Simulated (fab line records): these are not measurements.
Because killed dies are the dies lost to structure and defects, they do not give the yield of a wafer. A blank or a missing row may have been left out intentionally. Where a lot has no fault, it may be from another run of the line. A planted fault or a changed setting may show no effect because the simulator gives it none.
Matching of chambers	flow nandHarc	NHARC_A_BONDPAD_DEP_00 on pecvd-01: 3 sister chambers
The step deposits SiCN, target thk 250 nm. 6 wafers are shown with their chamber, then 7 later ones without.

WAFERS, EACH WITH ITS CHAMBER
wafer	chamber	heaterPowerW (W)
L830.4	2	497
L832.1	2	522
L839.3	1	694
L839.5	0	592
L835.2	0	683
L835.3	1	643

WAFERS WITHOUT THEIR CHAMBER
wafer	heaterPowerW (W)
L835.4	486
L840.2	538
L840.4	551
L840.5	604
L843.1	515
L843.4	694
L843.6	521

WHICH CHAMBER EACH WENT THROUGH
wafer	from the rows above	in truth
L835.4	2	2
L840.2	can't be placed: 2 or 0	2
L840.4	can't be placed: 2 or 0 or 1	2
L840.5	can't be placed: 0 or 1 or 2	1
L843.1	2	2
L843.4	can't be placed: 1 or 0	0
L843.6	2	2
Placed correctly: 3 of 7. Not placeable from these rows: 4 (in 4, the candidates include the true chamber). Placed wrongly: 0.
How it was worked out, from the rows above alone: a wafer's distance from a chamber is the root of the sum, over the readings, of the square of ((its reading less the chamber's mean) divided by the reading's scatter). The wafer belongs to the nearest chamber; if the next one is less than 2 further off, it can't be placed. A chamber's mean is the mean of its shown wafers. The scatter: the root of (the sum of the squares of (reading less its chamber's mean) over the shown wafers, divided by (wafers less chambers)).
